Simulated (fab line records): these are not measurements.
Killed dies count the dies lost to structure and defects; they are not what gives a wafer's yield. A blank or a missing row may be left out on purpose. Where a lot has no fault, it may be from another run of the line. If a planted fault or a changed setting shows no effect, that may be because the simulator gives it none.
fab line records	flow nand-harc
record: lots: 6	wafers: 18	last-day: 33
route steps=1302 shown THIN_TSV@1287 END@1302
lots with no fault: from the same line, run without faults
start-h: start of the lot's first displayed wafer, in hours after the record's first day	wait-h: how many hours have passed since the lot's step before this one	" repeats the value in the row above	L1.1+2: one row covering several wafers at once	- no value present, or no start provided	* or withheld: withheld	< > ~ a bound
route shown NAME@n: NAME is a module with steps in the file, n the number in the route of the first one	usual: mean/standard deviation taken from wafers without a fault	same: alike in all rows	chamber/n: place in a boat	sites: per-site readings	_std_site: their standard deviation	_edge_site: inner sites' mean taken away from outer sites' mean	radius-mm: for every site, how far away it sits from the centre of the wafer	mask NAME#n: copy n	behind: the tool/chamber that last shaped the wafer	hold: what put the lot on hold/how long, in hours/how the hold closed	device: whichever transistor did not switch (one of n, p or np)	end of line: the same wafers' tests at the end of the route	a step with no rows: only its recipe	killed: not the wafer's yield, but the dies lost to structure and defects at the first sort	map: per-die view of a wafer (x killed, . not killed, _ where there is no die)
set.NAME: the setting as run; set.NAME@STEP: as run at that earlier step	model.NAME: the simulator's own value behind a step, which no gauge read
lots at selected steps of the route; one table per step, one row per wafer
services: a tool's chamber out of use, with start hour (start-h, from the record's first day; less than 0 if before it), hours out, and reason
== steps ==
step: NHARC_THIN_TSV_EBR_29
step: NHARC_THIN_TSV_EXPOSE_30
recipe: na: 0.55	dose-mj: 11.47	mask-id: PAD
step: NHARC_THIN_TSV_PEB_31
recipe: peb-temp-c: 118	peb-time-s: 85
step: NHARC_THIN_TSV_DEVELOP_32
recipe: time-s: 70
step: NHARC_THIN_TSV_CD_MEAS_33
recipe: target-cd-nm: 5000	landing-energy-ev: 500
usual: cd-nm: 4999.3/1.7
lot.wafer	tool	chamber	start-h	wait-h	cd-nm
L809.2	cd-sem-02	0	612.04	-	4998.0
L809.4	"	0	"	"	4998.8
L809.5	"	0	"	"	4998.5
L811.1	cd-sem-01	0	627.95	-	4998.7
L811.3	"	0	"	"	4997.7
L811.5	"	0	"	"	4998.3
L820.2	cd-sem-01	0	734.35	-	5000.3
L820.3	"	0	"	"	4998.4
L820.4	"	0	"	"	4997.7
L822.1	cd-sem-01	0	757.71	-	5003.2
L822.2	"	0	"	"	5002.1
L822.3	"	0	"	"	5001.2
L824.3	cd-sem-01	0	764.87	-	4999.6
L824.5	"	0	"	"	4998.5
L824.6	"	0	"	"	4998.7
L825.1	cd-sem-01	0	770.67	-	4996.7
L825.4	"	0	"	"	4999.3
L825.5	"	0	"	"	4998.2
step: NHARC_THIN_TSV_HARDBAKE_34
recipe: temp-c: 125	time-s: 80
step: NHARC_THIN_TSV_DESCUM_35
recipe: time-s: 3	o2-flow-sccm: 200	ar-flow-sccm: 0	bias-power-w: 0	chemistry: O2
usual: drypump-motor-current-A: 5.7/0.48	oes-product-au: 1.002/0.0099	rf-vpp-V: 57.4/0.82	showerhead-plenum-p-Torr: 1.82/0.049	throttle-valve-pct: 11.310/0.0085
lot.wafer	tool	chamber	start-h	wait-h	drypump-motor-current-A	oes-product-au	rf-hours-counter-h	rf-vpp-V	showerhead-plenum-p-Torr	throttle-valve-pct
L809.4	rie-diel-01	0	612.20	-	6.0	1.003	1	57.4	1.88	11.305
L809.2	"	2	"	"	5.6	1.007	2	57.5	1.79	11.290
L809.5	"	0	"	"	6.0	0.998	-	58.3	1.88	11.308
L811.1	rie-diel-01	0	628.13	-	5.9	0.991	3	58.2	1.88	11.303
L811.3	"	1	"	"	5.9	0.994	3	57.2	1.79	11.329
L811.5	"	0	"	"	5.9	0.990	-	57.6	1.88	11.317
L820.3	rie-diel-04	1	734.51	-	6.5	1.016	1	59.7	1.77	11.293
L820.2	"	3	"	"	5.5	1.006	1	57.7	1.91	11.306
L820.4	"	0	"	"	5.3	1.028	1	57.4	1.77	11.314
L822.3	rie-diel-04	3	757.87	-	5.5	0.997	3	59.1	1.91	11.316
L822.1	"	0	"	"	5.3	1.009	2	57.5	1.77	11.300
L822.2	"	2	"	"	5.7	1.000	3	58.2	1.79	11.319
L824.3	rie-diel-04	3	765.06	-	5.5	1.007	3	58.5	1.91	11.296
L824.6	"	0	"	"	5.3	1.017	-	57.7	1.77	11.321
L824.5	"	1	"	"	6.6	1.020	-	57.3	1.77	11.320
L825.1	rie-diel-04	0	770.86	-	5.3	1.013	3	56.7	1.77	11.306
L825.4	"	1	"	"	6.5	1.017	3	56.4	1.77	11.320
L825.5	"	2	"	"	5.8	0.999	-	56.3	1.79	11.304
step: NHARC_THIN_TSV_ETCH_59
recipe: target-depth-a: 8800	icp-w: 900	bias-w: 100	Cl2_flow_sccm: 60	bcl3-flow-sccm: 30	time-s: 138.1	chemistry: Cl2/BCl3
usual: drypump-motor-current-A: 5.8/0.45	oes-product-au: 1.002/0.0089	throttle-valve-pct: 22.264/0.0085
lot.wafer	tool	chamber	start-h	wait-h	drypump-motor-current-A	oes-product-au	rf-hours-counter-h	throttle-valve-pct
L809.2	rie-metal-01	1	612.36	0.1	5.8	0.997	0.3	22.253
L809.4	"	1	"	"	5.8	1.003	-	22.261
L809.5	"	1	"	"	5.8	1.008	-	22.257
L811.1	rie-metal-01	1	628.24	0.1	5.8	1.000	0.6	22.268
L811.3	"	0	"	"	5.5	0.981	-	22.266
L811.5	"	0	"	"	5.4	0.979	-	22.265
L820.2	rie-metal-02	1	734.67	0.1	6.7	1.009	1.5	22.261
L820.3	"	0	"	"	5.3	1.011	-	22.255
L820.4	"	1	"	"	6.6	1.002	-	22.266
L822.2	rie-metal-02	0	758.00	0.1	5.4	1.005	1.8	22.269
L822.1	"	1	"	"	6.7	1.015	1.8	22.261
L822.3	"	0	"	"	5.4	1.011	-	22.272
L824.3	rie-metal-01	1	765.26	0.2	5.9	1.006	-	22.266
L824.5	"	0	"	"	5.5	0.995	-	22.267
L824.6	"	1	"	"	5.9	1.008	-	22.253
L825.1	rie-metal-02	0	770.96	0.1	5.3	1.016	2.3	22.275
L825.4	"	1	"	"	6.7	1.014	-	22.255
L825.5	"	1	"	"	6.7	1.004	-	22.261
step: NHARC_THIN_TSV_ETCH_36
recipe: target-depth-a: 650	over-etch-frac: 0.3	time-s: 18.571	ion-energy-ev: 150	chemistry: Cl2/BCl3
usual: drypump-motor-current-A: 5.8/0.45	oes-product-au: 1.001/0.0087
lot.wafer	tool	chamber	start-h	wait-h	drypump-motor-current-A	oes-product-au	rf-hours-counter-h
L809.2	rie-metal-01	1	612.59	0.2	5.8	1.002	0.5
L809.4	"	0	"	"	5.5	1.002	-
L809.5	"	1	"	"	5.8	0.994	-
L811.1	rie-metal-01	0	628.50	0.2	5.5	0.975	0.7
L811.3	"	0	"	"	5.5	0.997	-
L811.5	"	0	"	"	5.5	0.987	-
L820.2	rie-metal-02	0	734.89	0.2	5.3	1.007	1.6
L820.3	"	0	"	"	5.3	0.999	-
L820.4	"	1	"	"	6.7	1.015	-
L822.1	rie-metal-02	0	758.26	0.2	5.4	1.000	1.9
L822.2	"	1	"	"	6.6	1.010	1.9
L822.3	"	1	"	"	6.6	0.997	-
L824.3	rie-metal-01	0	765.42	0.1	5.5	1.000	-
L824.5	"	0	"	"	5.5	0.993	-
L824.6	"	1	"	"	5.8	0.998	-
L825.1	rie-metal-02	0	771.22	0.2	5.3	1.011	2.4
L825.4	"	0	"	"	5.4	0.997	-
L825.5	"	0	"	"	5.4	1.012	-
step: NHARC_THIN_TSV_STRIP_56
recipe: power-w: 1500	temp-c: 250	chemistry: O2
usual: drypump-motor-current-A: 5.7/0.57	heater-power-w: 349/37	temp-c: 249.97/0.16
lot.wafer	tool	chamber	start-h	wait-h	drypump-motor-current-A	heater-power-w	rf-hours-counter-h	temp-c
L809.2	plasma-asher-02	0	612.68	0.1	6.2	373	0	249.90
L809.4	"	0	"	"	6.2	367	-	249.85
L809.5	"	0	"	"	6.2	380	-	249.77
L811.1	plasma-asher-01	1	628.65	0.1	5.1	313	20	250.11
L811.3	"	0	"	"	6.3	316	-	249.99
L811.5	"	1	"	"	5.1	322	-	250.09
L820.2	plasma-asher-01	1	735.04	0.1	5.1	322	4	250.06
L820.4	"	0	"	"	6.3	330	-	249.85
L820.3	"	1	"	"	5.1	329	-	250.12
L822.2	plasma-asher-02	1	758.36	0.1	5.3	415	34	249.60
L822.1	"	0	"	"	6.3	363	34	249.97
L822.3	"	0	"	"	6.2	381	-	249.73
L824.3	plasma-asher-01	1	765.65	0.2	5.1	323	-	249.91
L824.5	"	0	"	"	6.3	319	-	250.05
L824.6	"	1	"	"	5.1	325	-	249.97
L825.1	plasma-asher-01	0	771.32	0.1	6.3	322	12	249.81
L825.4	"	0	"	"	6.3	323	-	250.02
L825.5	"	0	"	"	6.3	331	-	249.82
step: NHARC_THIN_TSV_STRIP_57
recipe: time-s: 1200	temp-c: 72.5	chemistry: post-etch-residue-remover
step: NHARC_THIN_TSV_CD_MEAS_37
usual: cd-nm: 4998.8/2.5
lot.wafer	tool	chamber	start-h	wait-h	cd-nm
L809.2	cd-sem-01	-	613.48	-	4997.9
L809.4	"	-	"	"	4996.5
L809.5	"	-	"	"	4998.9
L811.1	cd-sem-03	-	629.39	-	4997.7
L811.3	"	-	"	"	4999.7
L811.5	"	-	"	"	4997.7
L820.2	cd-sem-01	-	735.79	-	4997.2
L820.3	"	-	"	"	4998.6
L820.4	"	-	"	"	5002.6
L822.1	cd-sem-01	-	759.15	-	5001.4
L822.2	"	-	"	"	5003.1
L822.3	"	-	"	"	5000.4
L824.3	cd-sem-03	-	766.37	-	4999.1
L824.5	"	-	"	"	4999.0
L824.6	"	-	"	"	4994.9
L825.1	cd-sem-01	-	772.11	-	4994.9
L825.4	"	-	"	"	4996.9
L825.5	"	-	"	"	4995.5
step: NHARC_THIN_TSV_ANNEAL_58
recipe: temp-c: 400	time-s: 1800
usual: spike-tc-bottom-C: 423.1/1.6	spike-tc-centre-C: 400.1/1.5	spike-tc-lower-C: 399.9/1.1	spike-tc-top-C: 429.9/1.4	spike-tc-upper-C: 399.4/1.1	tube-center-temp-C: 400/0.04	zone-power-centre-pct: 4.56/0.057	zone-power-lower-pct: 4.7/0.71
lot.wafer	tool	chamber	start-h	wait-h	spike-tc-bottom-C	spike-tc-centre-C	spike-tc-lower-C	spike-tc-top-C	spike-tc-upper-C	tube-center-temp-C	zone-power-centre-pct	zone-power-lower-pct
L809.2	furnace-01	0	621.07	7.6	424.2	399.8	400.5	432.4	399.5	399.98	4.56	5.4
L809.4	"	0	"	"	424.0	400.7	401.7	430.2	398.7	399.98	4.53	5.4
L809.5	"	0	"	"	425.6	401.2	399.2	427.3	399.7	400.02	4.64	5.3
L811.1	furnace-03	0	632.54	3.1	421.7	401.3	401.5	429.5	397.9	400.03	4.61	3.8
L811.3	"	0	"	"	422.0	400.9	398.8	431.0	399.3	399.97	4.62	3.8
L811.5	"	0	"	"	421.9	400.2	400.5	428.0	399.0	399.95	4.68	3.8
L820.2	furnace-01	0	738.86	3.1	447.2	425.3	424.8	454.5	425.2	400	5.05	5.9
L820.3	"	0	"	"	449.3	425.6	425.1	455.6	424.4	400.02	4.95	5.8
L820.4	"	0	"	"	447.7	424.6	424.5	454.0	424.1	399.95	5.01	5.9
L822.1	furnace-01	0	762.23	3.1	450.2	424.4	425.4	455.9	422.7	400.03	4.94	5.8
L822.2	"	0	"	"	448.7	421.1	423.4	454.6	422.7	399.97	4.99	5.9
L822.3	"	0	"	"	449.8	425.6	425.8	453.0	424.4	399.95	5.05	5.9
L824.3	furnace-07	0	772.25	5.9	424.2	402.2	399.7	428.9	401.3	400.05	4.46	4.5
L824.5	"	0	"	"	423.0	403.1	399.7	427.3	401.4	399.99	4.46	4.5
L824.6	"	0	"	"	422.5	399.8	399.3	426.7	402.0	399.98	4.45	4.6
L825.1	furnace-07	0	772.25	0.1	422.9	402.8	399.4	424.9	398.3	400.05	4.62	4.5
L825.4	"	0	"	"	423.2	400.9	400.6	428.0	401.8	399.99	4.52	4.5
L825.5	"	0	"	"	421.8	401.6	400.7	428.5	400.8	400.04	4.56	4.5
step: NHARC_THIN_TSV_INSPECT_40
usual: raw-defect-count: 537/76
lot.wafer	tool	chamber	start-h	wait-h	raw-defect-count
L809.2	defect-inspect-02	-	622.52	0.4	650
L809.4	"	-	"	"	535
L809.5	"	-	"	"	617
L811.1	defect-inspect-02	-	633.99	0.4	462
L811.3	"	-	"	"	470
L811.5	"	-	"	"	440
L820.2	defect-inspect-02	-	740.32	0.4	559
L820.3	"	-	"	"	476
L820.4	"	-	"	"	537
L822.1	defect-inspect-02	-	763.66	0.4	407
L822.2	"	-	"	"	468
L822.3	"	-	"	"	392
L824.3	defect-inspect-02	-	773.71	0.4	518
L824.5	"	-	"	"	648
L824.6	"	-	"	"	572
L825.1	defect-inspect-01	-	773.73	0.4	475
L825.4	"	-	"	"	532
L825.5	"	-	"	"	542
step: NHARC_END_SORT_01
recipe: temp-c: 25
usual: defect-limited-yield: 90.6/2.6	killed-at-array: 58/18	killed-at-other: 1.0/1.5	killed-at-periphery: 4/3.1	killed-dies: 64/18	killed-open: 3.4/1.9	killed-short: 2.7/1.7
same: gross-dies: 677
lot.wafer	tool	chamber	start-h	wait-h	defect-limited-yield[%]	killed-at-array	killed-at-other	killed-at-periphery	killed-dies	killed-open	killed-short
L809.2	prober-02	0	626.40	2.8	85.8	90	3	3	96	5	7
L809.4	prober-02	0	627.99	3.4	89.8	63	4	2	69	4	3
L809.5	prober-02	0	628.78	3.7	90.1	58	3	6	67	4	2
L811.1	prober-02	0	637.03	2.5	91.6	55	1	1	57	1	4
L811.3	prober-02	0	638.62	3.1	91.7	56	0	0	56	7	1
L811.5	prober-02	0	640.21	3.7	91.0	60	0	1	61	7	3
L820.2	prober-01	0	744.18	2.8	88.0	75	1	5	81	4	5
L820.3	prober-01	0	744.99	3.1	88.8	72	2	2	76	4	0
L820.4	prober-01	0	745.81	3.4	90.0	67	0	1	68	1	3
L822.1	prober-01	0	766.70	2.5	94.7	29	2	5	36	4	3
L822.2	prober-01	0	767.51	2.8	95.3	28	1	3	32	4	4
L822.3	prober-01	0	768.32	3.1	96.2	19	2	5	26	3	2
L825.1	prober-01	0	776.79	2.5	93.9	30	0	11	41	5	1
L825.4	prober-01	0	779.14	3.4	93.5	40	0	4	44	1	5
L825.5	prober-01	0	779.92	3.6	93.4	38	0	7	45	3	5
L824.3	prober-02	0	778.38	3.1	87.7	74	6	3	83	4	4
L824.5	prober-02	0	780.01	3.8	87.0	77	5	6	88	0	4
L824.6	prober-02	0	780.82	4.1	87.9	74	3	5	82	2	2
killed by level:class
L809.2 A_CHANNEL_HOLE_D1:chamber-film-flake=38 A_CHANNEL_HOLE_D2:chamber-film-flake=33 A_STAIRCASE:chamber-film-flake=4 A_CONTACT:chamber-film-flake=3 THIN_TSV:chamber-film-flake=3 A_ONON_D1:geometric-particle:short=2 A_CHANNEL_HOLE_D2:geometric-particle:short=2 A_WL_FILL:chamber-film-flake=2
L809.4 A_CHANNEL_HOLE_D1:chamber-film-flake=26 A_CHANNEL_HOLE_D2:chamber-film-flake=22 A_CONTACT:chamber-film-flake=5 A_STAIRCASE:chamber-film-flake=4 THIN_TSV:chamber-film-flake=4 A_DECK1_JOINT:geometric-particle:short=2 P_M0:geometric-particle:open=1 A_ONON_D1:geometric-particle:short=1
L809.5 A_CHANNEL_HOLE_D2:chamber-film-flake=28 A_CHANNEL_HOLE_D1:chamber-film-flake=23 THIN_TSV:chamber-film-flake=3 P_M0:geometric-particle:open=2 A_SGD_CUT:geometric-particle:short=2 P_GATE:chamber-film-flake=2 A_CHANNEL_FILL_D2:chamber-film-flake=2 P_GATE:geometric-particle:open=1
L811.1 A_CHANNEL_HOLE_D1:chamber-film-flake=34 A_CHANNEL_HOLE_D2:chamber-film-flake=11 A_ONON_D2:geometric-particle:short=2 A_STAIRCASE:chamber-film-flake=2 P_CONTACT:geometric-particle:short=1 A_CHANNEL_FILL_D1:geometric-particle:open=1 A_WL_FILL:geometric-particle:short=1 A_CHANNEL_FILL_D1:chamber-film-flake=1
L811.3 A_CHANNEL_HOLE_D1:chamber-film-flake=34 A_CHANNEL_HOLE_D2:chamber-film-flake=9 A_ONON_D2:geometric-particle:open=3 A_WL_FILL:chamber-film-flake=2 A_SOURCE_PLATE:geometric-particle:open=1 A_CHANNEL_HOLE_D1:geometric-particle:open=1 A_CHANNEL_FILL_D1:geometric-particle:open=1 A_CHANNEL_FILL_D2:geometric-particle:open=1
L811.5 A_CHANNEL_HOLE_D1:chamber-film-flake=28 A_CHANNEL_HOLE_D2:chamber-film-flake=14 A_CONTACT:geometric-particle:open=2 A_M0:geometric-particle:open=2 A_ZERO_WELL:chamber-film-flake=2 A_CONTACT:chamber-film-flake=2 A_ONON_D1:geometric-particle:open=1 A_CHANNEL_HOLE_D1:geometric-particle:open=1
L820.2 A_CHANNEL_HOLE_D1:chamber-film-flake=29 A_CHANNEL_HOLE_D2:chamber-film-flake=22 A_CONTACT:chamber-film-flake=6 A_STAIRCASE:chamber-film-flake=4 A_SLIT:chamber-film-flake=3 P_STI:chamber-film-flake=2 A_CHANNEL_FILL_D1:chamber-film-flake=2 P_GATE:geometric-particle:open=1
L820.3 A_CHANNEL_HOLE_D1:chamber-film-flake=27 A_CHANNEL_HOLE_D2:chamber-film-flake=23 A_STAIRCASE:chamber-film-flake=7 A_CONTACT:chamber-film-flake=6 A_SLIT:chamber-film-flake=6 P_CONTACT:geometric-particle:open=1 P_M0:geometric-particle:open=1 A_M0:geometric-particle:open=1
L820.4 A_CHANNEL_HOLE_D1:chamber-film-flake=27 A_CHANNEL_HOLE_D2:chamber-film-flake=17 A_SLIT:chamber-film-flake=6 A_CONTACT:chamber-film-flake=6 A_STAIRCASE:chamber-film-flake=4 A_CHANNEL_FILL_D2:geometric-particle:short=2 A_CHANNEL_FILL_D1:chamber-film-flake=2 A_ONON_D1:geometric-particle:short=1
L822.1 A_CHANNEL_HOLE_D1:chamber-film-flake=11 A_SLIT:chamber-film-flake=6 P_STI:chamber-film-flake=2 P_BONDPAD:chamber-film-flake=2 A_CHANNEL_FILL_D1:chamber-film-flake=2 THIN_TSV:chamber-film-flake=2 A_CHANNEL_FILL_D1:geometric-particle:open=1 A_CHANNEL_FILL_D1:geometric-particle:short=1
L822.2 A_CHANNEL_HOLE_D1:chamber-film-flake=9 A_SLIT:chamber-film-flake=7 A_CHANNEL_FILL_D2:geometric-particle:short=2 A_STAIRCASE:chamber-film-flake=2 P_CONTACT:geometric-particle:open=1 A_ONON_D1:geometric-particle:short=1 A_CHANNEL_FILL_D1:geometric-particle:short=1 A_WL_FILL:geometric-particle:open=1
L822.3 A_CHANNEL_HOLE_D1:chamber-film-flake=9 P_GATE:chamber-film-flake=3 A_STAIRCASE:chamber-film-flake=3 A_CHANNEL_FILL_D1:geometric-particle:open=2 THIN_TSV:chamber-film-flake=2 A_SGD_CUT:geometric-particle:short=1 A_WL_FILL:geometric-particle:short=1 A_M1:geometric-particle:open=1
L825.1 A_CHANNEL_HOLE_D1:chamber-film-flake=10 P_GATE:chamber-film-flake=8 A_CONTACT:chamber-film-flake=8 A_SLIT:chamber-film-flake=5 A_CHANNEL_FILL_D1:geometric-particle:open=2 A_STAIRCASE:chamber-film-flake=2 P_CONTACT:geometric-particle:open=1 P_M0:geometric-particle:open=1
L824.3 A_SLIT:chamber-film-flake=24 A_CHANNEL_HOLE_D2:chamber-film-flake=21 A_CONTACT:chamber-film-flake=10 A_STAIRCASE:chamber-film-flake=6 THIN_TSV:chamber-film-flake=6 A_DECK1_JOINT:geometric-particle:short=3 A_CHANNEL_HOLE_D1:chamber-film-flake=3 A_ONON_D2:geometric-particle:open=2
L825.4 A_CHANNEL_HOLE_D1:chamber-film-flake=13 A_SLIT:chamber-film-flake=7 A_CONTACT:chamber-film-flake=7 P_GATE:chamber-film-flake=2 A_CHANNEL_HOLE_D2:chamber-film-flake=2 A_STAIRCASE:chamber-film-flake=2 A_BONDPAD:chamber-film-flake=2 A_ONON_D2:geometric-particle:open=1
L825.5 A_CHANNEL_HOLE_D1:chamber-film-flake=11 A_CONTACT:chamber-film-flake=10 A_SLIT:chamber-film-flake=9 P_GATE:chamber-film-flake=4 P_GATE:geometric-particle:short=2 A_STAIRCASE:chamber-film-flake=2 P_CONTACT:geometric-particle:open=1 A_SOURCE_PLATE:geometric-particle:short=1
L824.5 A_SLIT:chamber-film-flake=28 A_CHANNEL_HOLE_D2:chamber-film-flake=21 A_CONTACT:chamber-film-flake=12 P_GATE:chamber-film-flake=6 A_CHANNEL_HOLE_D1:chamber-film-flake=6 THIN_TSV:chamber-film-flake=5 A_BONDPAD:chamber-film-flake=3 A_BLC:chamber-film-flake=2
L824.6 A_SLIT:chamber-film-flake=33 A_CHANNEL_HOLE_D2:chamber-film-flake=18 A_CONTACT:chamber-film-flake=7 A_CHANNEL_HOLE_D1:chamber-film-flake=4 P_GATE:chamber-film-flake=3 A_STAIRCASE:chamber-film-flake=3 A_BLC:chamber-film-flake=3 THIN_TSV:chamber-film-flake=3
== services ==
tool	chamber	start-h	hours	kind
rie-diel-01	1	602.96	5.1	repair
plasma-asher-02	-	603.05	9.0	pm
furnace-07	-	606.69	5.4	repair
rie-diel-04	1	618.33	43.9	repair
rie-metal-02	-	632.15	9.0	pm
rie-metal-02	0	632.15	9.0	vent-cycle
rie-metal-02	1	632.15	9.0	vent-cycle
rie-metal-02	0	641.15	-	clean
rie-metal-02	1	641.15	-	clean
rie-diel-01	-	642.54	0.3	repair
rie-diel-04	0	651.43	3.7	repair
rie-metal-01	-	656.80	0.9	repair
furnace-03	-	661.45	19.7	repair
rie-diel-01	0	662.20	4.9	repair
plasma-asher-01	-	672.29	1.6	repair
furnace-07	-	686.68	8.5	repair
rie-metal-01	-	694.77	0.6	repair
plasma-asher-01	-	696.03	9.0	pm
rie-diel-04	-	709.05	9.0	pm
rie-diel-01	0	719.08	13.0	repair
rie-diel-01	-	734.90	9.0	pm
rie-metal-01	-	752.00	9.0	pm
rie-metal-01	0	752.00	9.0	vent-cycle
rie-diel-01	-	763.71	1.0	repair
== key ==
first-sign: step: NHARC_THIN_TSV_ANNEAL_58	reading: spike-tc-upper-C	direction: up	sigmas: 23	usual: 399.4	struck: 423.9
effect: step: NHARC_THIN_TSV_ANNEAL_58	reading: spike-tc-lower-C	direction: up	sigmas: 23	usual: 399.9	struck: 424.8
met-at NHARC_THIN_TSV_ANNEAL_58
struck-wafers L820.2,L820.3,L820.4,L822.1,L822.2,L822.3
onset-between 621.07 738.86
fault: kind: process-parameter-drift	tool: furnace-01	chamber: -	onset-h: 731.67	steps: NHARC_THIN_TSV_ANNEAL_58	channel: temp-c	offset: *	shape: step	end-h: 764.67	acts-in: *	stated: *
